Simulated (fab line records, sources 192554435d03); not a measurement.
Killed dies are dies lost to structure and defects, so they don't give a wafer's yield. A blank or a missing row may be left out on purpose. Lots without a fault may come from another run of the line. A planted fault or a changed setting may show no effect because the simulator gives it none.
One fault seen from 3 desks | flow n5_finfet | each desk has only its own numbers; what lay behind them comes last

THE METROLOGY DESK
What the gauges read, lot by lot, whatever tool the lot ran on: means of the sampled wafers that have a number. A lot is out of limits, marked OUT, if its mean lies more than 4 standard deviations from the usual mean; the brackets give that distance.
Columns: A = cd_nm at N5_MIM_TOP_LITHO_CD_MEAS_08, usual 1999.7 nm; B = MIM_TOP_OVL at N5_MIM_TOP_LITHO_OVL_MEAS_11, usual -1 nm
lot  | first seen here | A      | B
L667 | day 11 22:50    | 1999.5 | -10
L669 | day 12 06:28    | 2000.2 | -3
L670 | day 13 00:26    | 1999.2 | 3
L671 | day 13 00:36    | 2000.6 | -5
L673 | day 13 22:44    | 1997.3 | -3
L688 | day 18 00:39    | 1999.9 | -2
L687 | day 18 04:45    | 2000.4 | 8
This desk's finding: nothing out of limits on any of the 7 lots.

THE TOOL OWNER'S DESK: rie_metal-03
The tool's own readings at N5_MIM_TOP_ETCH_ETCH_00 (etches TiN in Cl2/BCl3, target depth 38.5 nm): means of the sampled wafers that have a number, for each lot that ran on this tool. A lot is out of limits, marked OUT, if its mean lies more than 4 standard deviations from the usual mean; the brackets give that distance.
Columns: A = chamber_pressure_mTorr at N5_MIM_TOP_ETCH_ETCH_00, usual 10.001 mTorr; B = drypump_motor_current_A at N5_MIM_TOP_ETCH_ETCH_00, usual 5.7 A; C = oes_ar_750_au at N5_MIM_TOP_ETCH_ETCH_00, usual 0.83 a.u.; D = oes_product_au at N5_MIM_TOP_ETCH_ETCH_00, usual 0.83 a.u.; E = throttle_valve_pct at N5_MIM_TOP_ETCH_ETCH_00, usual 22.53 %
lot  | first seen here | A      | B   | C    | D               | E
L667 | day 11 23:04    | 10.006 | 5.9 | 0.90 | 0.91            | 22.58
L669 | day 12 06:38    | 10.000 | 5.7 | 0.89 | 0.90            | 22.40
L670 | day 13 00:37    | 9.990  | 5.9 | 0.88 | 1.00            | 22.58
L671 | day 13 00:53    | 9.999  | 5.7 | 0.88 | 1.15 (+4.2) OUT | 22.37
L673 | day 13 23:01    | 9.994  | 5.7 | 0.87 | 1.13            | 22.38
This desk's finding: out of limits on L671; first on L671, day 13 00:53 (oes_product_au at N5_MIM_TOP_ETCH_ETCH_00). In limits: L667, L669, L670, L673.

THE DEFECT DESK
What the inspections along the route counted, lot by lot: means of the sampled wafers that have a number. A lot is out of limits, marked OUT, if its mean lies more than 4 standard deviations from the usual mean; the brackets give that distance.
Columns: A = raw_defect_count at N5_MIM_TOP_LITHO_INSPECT_12, usual 2.2
lot  | first seen here | A
L667 | day 11 22:53    | 1.7
L669 | day 12 06:31    | 2.7
L670 | day 13 00:29    | 1.7
L671 | day 13 00:39    | 3.7
L673 | day 13 22:47    | 0.7
L688 | day 18 00:44    | 2.0
L687 | day 18 04:48    | 3.0
This desk's finding: nothing out of limits on any of the 7 lots.

PUT TOGETHER
The tool owner's desk could have raised an alarm at day 13 00:53, on L671.
The metrology desk saw nothing out of limits.
The defect desk saw nothing out of limits.
The metrology desk has L671 on record, within its limits.
The defect desk has L671 on record, within its limits.
Of the lots named, all ran N5_MIM_TOP_ETCH_ETCH_00 on rie_metal-03.

WHAT THE SIMULATOR HAD PUT IN
Process parameter drift: rie_metal-03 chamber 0, from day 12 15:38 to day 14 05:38, at N5_MIM_TOP_ETCH_ETCH_00. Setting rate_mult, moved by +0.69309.
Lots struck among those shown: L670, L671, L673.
Hours from the fault's start to each desk's first reading out of limits: the tool owner's desk, 9.
